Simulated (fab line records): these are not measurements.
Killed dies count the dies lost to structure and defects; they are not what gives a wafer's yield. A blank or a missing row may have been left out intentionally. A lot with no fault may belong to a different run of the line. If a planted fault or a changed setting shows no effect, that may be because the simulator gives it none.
Chamber matching | flow n5 finfet | N5_BEOL_M10_CURE_71 on uv cure-02 has 3 sister chambers
The step cures SiCOH lowk, time 240 s. 20 wafers are shown with their chamber, then 10 later ones without.

## WAFERS, EACH WITH ITS CHAMBER
wafer  | chamber | wafer_temp_C_max | lamp power pct (%)
L076.3 | 1       | 386.1            | 52.29
L076.5 | 1       | 387.3            | 52.25
L076.6 | 1       | 386.6            | 52.31
L077.2 | 0       | 386.5            | 52.44
L077.3 | 0       | 385.8            | 52.25
L077.4 | 0       | 386.0            | 52.33
L079.2 | 2       | 386.2            | 52.39
L079.3 | 2       | 386.2            | 52.30
L079.6 | 2       | 386.1            | 52.28
L080.3 | 1       | 386.4            | 52.26
L080.4 | 1       | 386.9            | 52.35
L080.6 | 1       | 387.3            | 52.24
L082.1 | 1       | 386.7            | 52.26
L082.2 | 1       | 387.2            | 52.28
L082.3 | 1       | 387.0            | 52.33
L094.1 | 1       | 386.0            | 52.30
L094.2 | 1       | 386.6            | 52.31
L094.3 | 1       | 386.5            | 52.30
L094.4 | 1       | 386.5            | 52.45
L094.5 | 1       | 386.4            | 52.23

SIGNATURES (means of the wafers above)
reading          | chamber 0 | chamber 1 | chamber 2 | scatter within a chamber
wafer_temp_C_max | 386.100   | 386.679   | 386.167   | 0.383
lamp power pct   | 52.3400   | 52.2971   | 52.3233   | 0.0622
Rule: a wafer's distance from a chamber is the root of the sum, over the readings, of the square of ((its reading less the chamber's mean) divided by the reading's scatter). The wafer belongs to the nearest chamber; if the next one is less than 2 further off, it can't be placed. The scatter: the root of (the sum of the squares of (reading less its chamber's mean) over the shown wafers, divided by (wafers less chambers)).

## WAFERS WITHOUT THEIR CHAMBER
wafer  | wafer_temp_C_max | lamp power pct (%)
L094.6 | 386.0            | 52.31
L095.1 | 386.9            | 52.39
L095.2 | 387.3            | 52.36
L095.5 | 387.3            | 52.40
L095.3 | 386.8            | 52.28
L095.4 | 387.1            | 52.40
L095.6 | 386.6            | 52.26
L097.3 | 386.4            | 52.38
L097.5 | 386.8            | 52.31
L097.6 | 386.6            | 52.36

## THE CHAMBER EACH PASSED THROUGH
wafer  | from the rows above          | in truth
L094.6 | can't be placed: 2 or 0 or 1 | 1
L095.1 | can't be placed: 1 or 2 or 0 | 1
L095.2 | can't be placed: 1 or 2 or 0 | 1
L095.5 | can't be placed: 1 or 2 or 0 | 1
L095.3 | can't be placed: 1 or 2 or 0 | 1
L095.4 | can't be placed: 1 or 2 or 0 | 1
L095.6 | can't be placed: 1 or 2 or 0 | 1
L097.3 | can't be placed: 0 or 2 or 1 | 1
L097.5 | can't be placed: 1 or 2 or 0 | 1
L097.6 | can't be placed: 1 or 2 or 0 | 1
0 of 10 placed correctly. Unplaceable from these rows: 10, with the true chamber sitting among the candidates in 10. Wrongly placed: 0.
